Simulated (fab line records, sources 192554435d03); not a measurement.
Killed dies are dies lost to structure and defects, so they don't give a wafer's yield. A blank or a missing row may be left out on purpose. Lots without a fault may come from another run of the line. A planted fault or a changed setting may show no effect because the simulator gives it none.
Split-lot experiment | flow n5_finfet | 7 lots, 21 wafers read, on a route of 1938 steps

THE SPLIT
At N5_SD_EPI_P_EPI_21 (deposits SiGe:B, time 355 s), the setting temp_c was moved away from the recipe's 550 C on 7 of the 21 wafers read, by -0.6% to +0.5%. The other wafers ran this setting at the recipe's value.

FROM THE SPLIT TO THE READING: what the file shows between them, 3 steps
- N5_SD_EPI_P_HM_STRIP_48: strips SiNx in H3PO4, material SiNx, target depth 3 nm
- N5_SD_ACTIVATION_RTA_00: time 0 s
- N5_SD_ACTIVATION_LSA_01: time 0.0008 s

THE READING
RS_SD_P, in ohm/sq, at N5_SD_ACTIVATION_RS_MEAS_03 (measures by four-point-probe). Fault-free wafers of this fab line usually give 56.3 ohm/sq, standard deviation 0.99 ohm/sq.

wafer  | tool, chamber at the split | temp_c as run, C | against the recipe | RS_SD_P, ohm/sq | against lot-mates on the recipe
L075.1 | epi_rpcvd-04, 0            | 550              | recipe             | 56.3            | -
L075.2 | epi_rpcvd-04, 0            | 550              | recipe             | 55.1            | -
L075.6 | epi_rpcvd-04, 0            | 550              | recipe             | 56.1            | -
L078.1 | epi_rpcvd-04, 0            | 552.7            | +0.5%              | 51.9            | -4.1
L078.3 | epi_rpcvd-04, 0            | 552.7            | +0.5%              | 52.3            | -3.7
L078.5 | epi_rpcvd-04, 0            | 550              | recipe             | 56.0            | -
L079.1 | epi_rpcvd-04, 0            | 550              | recipe             | 54.2            | -
L079.3 | epi_rpcvd-04, 0            | 550              | recipe             | 54.3            | -
L079.6 | epi_rpcvd-04, 0            | 550              | recipe             | 54.4            | -
L081.4 | epi_rpcvd-02, 0            | 546.7            | -0.6%              | 62.5            | +5.5
L081.5 | epi_rpcvd-02, 0            | 546.7            | -0.6%              | 62.8            | +5.8
L081.6 | epi_rpcvd-02, 0            | 550              | recipe             | 57.0            | -
L086.2 | epi_rpcvd-03, 0            | 550              | recipe             | 55.6            | -
L086.3 | epi_rpcvd-03, 0            | 547.8            | -0.4%              | 59.4            | +3.8
L086.4 | epi_rpcvd-03, 0            | 547.8            | -0.4%              | 58.4            | +2.8
L089.2 | epi_rpcvd-04, 0            | 550              | recipe             | 55.3            | -
L089.3 | epi_rpcvd-04, 0            | 550              | recipe             | 54.3            | -
L089.6 | epi_rpcvd-04, 0            | 548.3            | -0.3%              | 56.6            | +1.8
L090.1 | epi_rpcvd-03, 0            | 550              | recipe             | 55.5            | -
L090.4 | epi_rpcvd-03, 0            | 550              | recipe             | 57.1            | -
L090.5 | epi_rpcvd-03, 0            | 550              | recipe             | 56.7            | -

THE FIT
A straight line over all 21 wafers: RS_SD_P changes by -9.09 ohm/sq for each +1% of temp_c; r = -0.92; the points scatter about the line by 1.1 ohm/sq.
The same after taking each lot's own level away (the mean of its wafers on the recipe; 21 wafers): -8.51 ohm/sq for each +1%; r = -0.98; scatter 0.5 ohm/sq.
On that fit, the largest move of temp_c shifts the reading by 5.1 ohm/sq.
The lots' own levels span 54.30 to 57.00 ohm/sq, that is 2.7 times the standard deviation above.
So the lot-to-lot level changes the slope little: the two slopes agree.
Check: with one of the wafers moved furthest among these (-0.6%) left out of the fit, the line predicts +5.02 ohm/sq for it against its lot-mates. It came out at +5.5 ohm/sq against them.

THE WHOLE CHAIN: every reading that the file lists as answering this split, in the file's order
step                        | what it does                 | reading                                                                           | change (the file's fit)              | r (the file's)
N5_SD_EPI_P_EPI_21          | deposits SiGe:B, time 355 s  | SiGe-B_of_SD_EPI_P_EPI_21.thk_nm (the simulator's own value, which no gauge read) | +7.41 nm for each +1% of the setting | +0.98
N5_SD_ACTIVATION_RS_MEAS_03 | measures by four-point-probe | RS_SD_P                                                                           | -8.4 for each +1% of the setting     | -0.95

THE FILE'S OWN FIT
RS_SD_P changes by -8.4 ohm/sq for each +1% of temp_c, r = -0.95.
